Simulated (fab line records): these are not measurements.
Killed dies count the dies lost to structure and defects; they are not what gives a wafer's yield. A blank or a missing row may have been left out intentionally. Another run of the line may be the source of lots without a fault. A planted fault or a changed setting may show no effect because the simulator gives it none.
Chamber matching + flow n5_finfet + N5_FIN_CUT_CUT_ETCH_28 on rie_si-05: 4 sister chambers
The step etches Si in HBr/Cl2/O2, target depth 6 nm, time 2.4 s. 4 wafers are shown with their chamber, then 9 later ones without.

WAFERS PAIRED WITH THEIR CHAMBERS
| wafer  | chamber | drypump_motor_current_A (A) |
|--------|---------|-----------------------------|
| L081.5 | 1       | 5.7                         |
| L083.6 | 3       | 6.0                         |
| L088.4 | 0       | 6.4                         |
| L088.5 | 2       | 6.0                         |

WAFERS MISSING THEIR CHAMBER
| wafer  | drypump_motor_current_A (A) |
|--------|-----------------------------|
| L090.1 | 5.9                         |
| L090.3 | 5.7                         |
| L090.5 | 6.4                         |
| L093.1 | 6.0                         |
| L093.2 | 6.4                         |
| L093.3 | 5.7                         |
| L093.4 | 5.9                         |
| L093.5 | 6.0                         |
| L093.6 | 5.9                         |

THE CHAMBER EACH PASSED THROUGH
| wafer  | from the rows above          | in truth |
|--------|------------------------------|----------|
| L090.1 | can't be placed: 2 or 3 or 1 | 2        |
| L090.3 | 1                            | 1        |
| L090.5 | 0                            | 0        |
| L093.1 | can't be placed: 2 or 3      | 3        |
| L093.2 | 0                            | 0        |
| L093.3 | 1                            | 1        |
| L093.4 | can't be placed: 2 or 3 or 1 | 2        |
| L093.5 | can't be placed: 2 or 3      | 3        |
| L093.6 | can't be placed: 2 or 3 or 1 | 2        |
Placed correctly: 4 of 9. Unplaceable from these rows: 5, with the true chamber sitting among the candidates in 5. Number placed wrongly: 0.
How it was worked out, from the rows above alone: a wafer's distance from a chamber is the root of the sum, over the readings, of the square of ((its reading less the chamber's mean) divided by the reading's scatter). If the next closest chamber is less than 2 further off than the closest, the wafer can't be placed; otherwise it belongs to the closest. Each chamber's mean is taken over the wafers shown for it. The scatter (one wafer shown for each chamber): square how far every hidden wafer sits from the nearest shown wafer, average those squares and take the square root.
